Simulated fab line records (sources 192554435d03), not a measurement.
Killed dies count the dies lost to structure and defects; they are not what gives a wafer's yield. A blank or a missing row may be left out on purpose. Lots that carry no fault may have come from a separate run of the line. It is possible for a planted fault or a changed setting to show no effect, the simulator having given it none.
2 desks, one fault + flow n5_finfet + every desk sees just its own numbers, and what lay behind them comes last

## THE TOOL OWNER'S DESK: rie_diel-05
The tool's own readings at N5_MOL_CONTACT_COAG_ETCHBACK_136 (etches SiO2 in CHF3, target depth 25 nm, time 16.7 s): means of the sampled wafers that have a number, for each lot that ran on this tool. Marked OUT: a lot whose mean sits more than 4 standard deviations from the usual mean, which makes it out of limits; the brackets give that distance.
Columns: A = drypump_motor_current_A at N5_MOL_CONTACT_COAG_ETCHBACK_136, usual 5.6 A; B = oes_product_au at N5_MOL_CONTACT_COAG_ETCHBACK_136, usual 0.77 a.u.; C = rf_vpp_V at N5_MOL_CONTACT_COAG_ETCHBACK_136, usual 517 V; D = showerhead_plenum_p_Torr at N5_MOL_CONTACT_COAG_ETCHBACK_136, usual 2.40 Torr; E = throttle_valve_pct at N5_MOL_CONTACT_COAG_ETCHBACK_136, usual 18.74 %
| lot  | first seen here | A   | B    | C   | D    | E     |
|------|-----------------|-----|------|-----|------|-------|
| L379 | day 6 11:38     | 5.6 | 0.81 | 501 | 2.36 | 18.57 |
| L389 | day 9 00:32     | 5.5 | 0.67 | 513 | 2.39 | 18.63 |
This desk found nothing out of limits on any of the 2 lots.

## AT THE METROLOGY DESK
Means of the sampled wafers that have a number, per lot and without regard to the tool the lot ran on: this is what the gauges read. Marked OUT: a lot whose mean sits more than 4 standard deviations from the usual mean, which makes it out of limits; the brackets give that distance. It has 10 readings; the 7 that lie furthest out on some lot are the ones shown.
Columns: A = DIBL_N at N5_BEOL_M4_RC_MEAS_101, usual 36.5 mV/V; B = DIBL_P at N5_BEOL_M4_RC_MEAS_101, usual 36.9 mV/V; C = IOFF_P at N5_BEOL_M4_RC_MEAS_101, usual 0.22 nA/um; D = ION_N at N5_BEOL_M4_RC_MEAS_101, usual 671 uA/um; E = ION_P at N5_BEOL_M4_RC_MEAS_101, usual 461 uA/um; F = SS_N at N5_BEOL_M4_RC_MEAS_101, usual 71.6 mV/dec; G = VT_P at N5_BEOL_M4_RC_MEAS_101, usual -250 mV
| lot  | first seen here | A    | B    | C    | D   | E   | F    | G    |
|------|-----------------|------|------|------|-----|-----|------|------|
| L379 | day 9 15:53     | 35.6 | 37.0 | 0.25 | 683 | 478 | 71.6 | -247 |
| L389 | day 13 03:11    | 36.5 | 38.0 | 0.23 | 676 | 465 | 71.9 | -249 |
| L396 | day 14 05:59    | 37.7 | 38.5 | 0.24 | 677 | 466 | 72.0 | -249 |
This desk found nothing out of limits on any of the 3 lots.

## TAKEN TOGETHER
Nothing out of limits was seen by the tool owner's desk.
The metrology desk saw nothing out of limits.

## WHAT THE SIMULATOR HAD INSERTED
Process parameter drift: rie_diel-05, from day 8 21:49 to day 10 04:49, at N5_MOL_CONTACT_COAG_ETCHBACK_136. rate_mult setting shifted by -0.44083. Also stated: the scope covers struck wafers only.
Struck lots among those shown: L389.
